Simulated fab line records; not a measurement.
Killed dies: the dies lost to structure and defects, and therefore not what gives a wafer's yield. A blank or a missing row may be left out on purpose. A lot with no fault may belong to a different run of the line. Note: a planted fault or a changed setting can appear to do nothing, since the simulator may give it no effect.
The same fault as seen by 2 desks + flow nandHarc + each desk holds nothing but its own numbers, with what lay behind them at the end

== AT THE TOOL OWNER'S DESK: arfiScanner-02 ==
The tool's own readings at NHARC_A_CONTACT_EXPOSE_66 (exposes mask A CC 2): means of the sampled wafers that have a number, for each lot that ran on this tool. If a lot's mean is further than 4 standard deviations from the usual mean, the lot is out of limits and carries the mark OUT (the distance appears in the brackets).
Columns: A = exposureDoseMJCm2 at NHARC_A_CONTACT_EXPOSE_66, usual 58.99
| lot  | first seen here | A                       |
|------|-----------------|-------------------------|
| L893 | day 16 21:35    | 59.04                   |
| L894 | day 17 00:26    | 58.94                   |
| L895 | day 17 02:10    | 59.01                   |
| L898 | day 18 15:35    | 59.03                   |
| L900 | day 18 16:43    | 58.95                   |
| L901 | day 19 08:31    | 58.97                   |
| L905 | day 19 18:16    | 59.05                   |
| L904 | day 20 03:26    | 59.01                   |
| L908 | day 20 21:25    | 40.50 (-99 or more) OUT |
| L914 | day 21 23:55    | 44.23 (-99 or more) OUT |
Finding of this desk: L908, L914 out of limits; the first was L908 at day 20 21:25, on exposureDoseMJCm2 at NHARC_A_CONTACT_EXPOSE_66. Within limits: L893, L894, L895, L898, L900, L901, L905, L904.

== FROM THE METROLOGY DESK ==
Lot by lot, what the gauges showed, no matter which tool ran the lot: averages of those sampled wafers that carry a number. If a lot's mean is further than 4 standard deviations from the usual mean, the lot is out of limits and carries the mark OUT (the distance appears in the brackets).
Columns: A = cdNm at NHARC_A_CONTACT_CD_MEAS_69, usual 200.0 nm
| lot  | first seen here | A               |
|------|-----------------|-----------------|
| L893 | day 16 21:44    | 200.9           |
| L894 | day 17 00:34    | 200.2           |
| L895 | day 17 02:18    | 199.5           |
| L896 | day 18 03:29    | 199.8           |
| L898 | day 18 15:43    | 199.5           |
| L900 | day 18 16:51    | 200.1           |
| L899 | day 18 18:16    | 199.0           |
| L901 | day 19 08:40    | 200.3           |
| L902 | day 19 14:25    | 199.8           |
| L905 | day 19 18:24    | 199.5           |
| L904 | day 20 03:34    | 200.5           |
| L908 | day 20 21:33    | 185.0 (-23) OUT |
| L914 | day 22 00:04    | 188.0 (-19) OUT |
Finding of this desk: L908, L914 out of limits; the first was L908 at day 20 21:33, on cdNm at NHARC_A_CONTACT_CD_MEAS_69. Within limits: L893, L894, L895, L896, L898, L900, L899, L901, L902, L905, L904.

== ALL TOGETHER ==
The tool owner's desk could have raised an alarm at day 20 21:25, on L908, L914.
An alarm was possible from the metrology desk at day 20 21:33, on L908, L914.
The lots listed all ran NHARC_A_CONTACT_EXPOSE_66 on arfiScanner-02.

== WHAT WAS PUT IN BY THE SIMULATOR ==
Process parameters drifting: arfiScanner-02 at NHARC_A_CONTACT_EXPOSE_66, beginning at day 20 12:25. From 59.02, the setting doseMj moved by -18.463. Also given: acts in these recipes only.
Struck lots among those shown: L908, L914.
Time in hours from fault onset to the first out-of-limits reading at each desk: tool owner's desk 9, metrology desk 9.
